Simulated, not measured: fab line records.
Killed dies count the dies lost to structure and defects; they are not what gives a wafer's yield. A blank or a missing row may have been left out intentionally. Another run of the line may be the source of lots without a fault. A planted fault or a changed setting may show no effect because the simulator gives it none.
Split-lot trial :: flow n5_finfet :: 7 lots, 21 wafers read, on a route of 1938 steps

## ON THE SPLIT
At N5_BEOL_M5_ETCH_68 (etches SOC in N2/H2, target depth 80 nm, overetch 16 nm, time 120 s), the setting bias_w was moved away from the recipe's 150 W on 6 of the 21 wafers read, by -9.9% to +17.5%. All remaining wafers had this setting at the recipe value.

The split's own step is where the reading is taken.

## THE READING
rf_vpp_V, in V, at N5_BEOL_M5_ETCH_68 (etches SOC in N2/H2, target depth 80 nm, overetch 16 nm, time 120 s). Fault-free wafers of this fab line usually give 523.3 V, standard deviation 2.8 V.

wafer: L077.1
tool, chamber at the split: rie_diel-03, 3
bias_w as run, W: 135.2
against the recipe: -9.9%
rf_vpp_V, V: 494.5
against lot-mates on the recipe: -27.9

wafer: L077.3
tool, chamber at the split: rie_diel-03, 0
bias_w as run, W: 150
against the recipe: recipe
rf_vpp_V, V: 522.4
against lot-mates on the recipe: -

wafer: L077.4
tool, chamber at the split: rie_diel-03, 1
bias_w as run, W: 135.2
against the recipe: -9.9%
rf_vpp_V, V: 488.1
against lot-mates on the recipe: -34.3

wafer: L080.1
tool, chamber at the split: rie_diel-03, 2
bias_w as run, W: 150
against the recipe: recipe
rf_vpp_V, V: 522.3
against lot-mates on the recipe: -

wafer: L080.3
tool, chamber at the split: rie_diel-03, 1
bias_w as run, W: 150
against the recipe: recipe
rf_vpp_V, V: 522.0
against lot-mates on the recipe: -

wafer: L080.4
tool, chamber at the split: rie_diel-03, 0
bias_w as run, W: 150
against the recipe: recipe
rf_vpp_V, V: 523.1
against lot-mates on the recipe: -

wafer: L082.1
tool, chamber at the split: rie_diel-06, 2
bias_w as run, W: 150
against the recipe: recipe
rf_vpp_V, V: 524.7
against lot-mates on the recipe: -

wafer: L082.4
tool, chamber at the split: rie_diel-06, 1
bias_w as run, W: 173.7
against the recipe: +15.8%
rf_vpp_V, V: 569.2
against lot-mates on the recipe: +43.4

wafer: L082.6
tool, chamber at the split: rie_diel-06, 0
bias_w as run, W: 150
against the recipe: recipe
rf_vpp_V, V: 527.0
against lot-mates on the recipe: -

wafer: L086.2
tool, chamber at the split: rie_diel-05, 3
bias_w as run, W: 172.1
against the recipe: +14.7%
rf_vpp_V, V: 571.3
against lot-mates on the recipe: +50.2

wafer: L086.4
tool, chamber at the split: rie_diel-05, 2
bias_w as run, W: 172.1
against the recipe: +14.7%
rf_vpp_V, V: 571.6
against lot-mates on the recipe: +50.5

wafer: L086.6
tool, chamber at the split: rie_diel-05, 1
bias_w as run, W: 150
against the recipe: recipe
rf_vpp_V, V: 521.1
against lot-mates on the recipe: -

wafer: L091.1
tool, chamber at the split: rie_diel-03, 3
bias_w as run, W: 150
against the recipe: recipe
rf_vpp_V, V: 527.6
against lot-mates on the recipe: -

wafer: L091.2
tool, chamber at the split: rie_diel-03, 1
bias_w as run, W: 150
against the recipe: recipe
rf_vpp_V, V: 522.4
against lot-mates on the recipe: -

wafer: L091.3
tool, chamber at the split: rie_diel-03, 2
bias_w as run, W: 150
against the recipe: recipe
rf_vpp_V, V: 520.8
against lot-mates on the recipe: -

wafer: L094.3
tool, chamber at the split: rie_diel-06, 3
bias_w as run, W: 150
against the recipe: recipe
rf_vpp_V, V: 526.1
against lot-mates on the recipe: -

wafer: L094.5
tool, chamber at the split: rie_diel-06, 1
bias_w as run, W: 150
against the recipe: recipe
rf_vpp_V, V: 518.1
against lot-mates on the recipe: -

wafer: L094.6
tool, chamber at the split: rie_diel-06, 2
bias_w as run, W: 176.3
against the recipe: +17.5%
rf_vpp_V, V: 581.6
against lot-mates on the recipe: +59.5

wafer: L095.2
tool, chamber at the split: rie_diel-05, 0
bias_w as run, W: 150
against the recipe: recipe
rf_vpp_V, V: 523.7
against lot-mates on the recipe: -

wafer: L095.3
tool, chamber at the split: rie_diel-05, 1
bias_w as run, W: 150
against the recipe: recipe
rf_vpp_V, V: 521.2
against lot-mates on the recipe: -

wafer: L095.6
tool, chamber at the split: rie_diel-05, 0
bias_w as run, W: 150
against the recipe: recipe
rf_vpp_V, V: 521.4
against lot-mates on the recipe: -

THE FIT
A straight line over all 21 wafers: rf_vpp_V changes by +3.22 V for each +1% of bias_w; r = +0.99; the points scatter about the line by 2.7 V.
The same after taking each lot's own level away (the mean of its wafers on the recipe; 21 wafers): +3.22 V for each +1%; r = +0.99; scatter 3 V.
Per that fit: largest bias_w move, reading shift of 56 V.
From 521.10 to 525.85 V: that is the span of the lots' own levels, equal to 1.7 times the standard deviation above.
Hence the lot-to-lot level has little effect on the slope; both slopes agree.
Check: with one of the wafers moved furthest among these (+17.5%) left out of the fit, the line predicts +55.6 V for it against its lot-mates. Against them it came out at +59.5 V.
Tool readings at the split's step, against how far the setting was moved: rf_vpp_V r = +0.99.

## THE OTHER SPLITS THESE WAFERS WENT THROUGH
Note: prior to the reading, these wafers also went through further splits. Each is held against what the fit with the lots' levels taken away leaves over:
other split on the same wafers: N5_BEOL_M4_COAT_67 spin_rpm
wafers away from the commonest value: 7
r with rf_vpp_V (lot level and that fit taken away): +0.50

other split on the same wafers: N5_BEOL_M4_EXPOSE_25 dose_mj
wafers away from the commonest value: 8
r with rf_vpp_V (lot level and that fit taken away): -0.14

other split on the same wafers: N5_BEOL_M5_EXPOSE_08 dose_mj
wafers away from the commonest value: 3
r with rf_vpp_V (lot level and that fit taken away): +0.17

other split on the same wafers: N5_BEOL_M5_COAT_22 spin_rpm
wafers away from the commonest value: 5
r with rf_vpp_V (lot level and that fit taken away): +0.01

## THE WHOLE CHAIN: every reading that the file lists as answering this split, in the file's order
step: N5_BEOL_M5_ETCH_68
what it does: etches SOC in N2/H2, target depth 80 nm, overetch 16 nm, time 120 s
reading: rf_vpp_V
change (the file's fit): +3.19 V for each +1% of the setting
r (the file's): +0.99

step: N5_BEOL_M5_ETCH_68
what it does: etches SOC in N2/H2, target depth 80 nm, overetch 16 nm, time 120 s
reading: SiARC_of_BEOL_M5_COAT_66.thk_nm (the simulator's own value, which no gauge read)
change (the file's fit): -0.0662 nm for each +1% of the setting
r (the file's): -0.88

## FILE'S OWN FIT
rf_vpp_V changes by +3.19 V for each +1% of bias_w, r = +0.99.
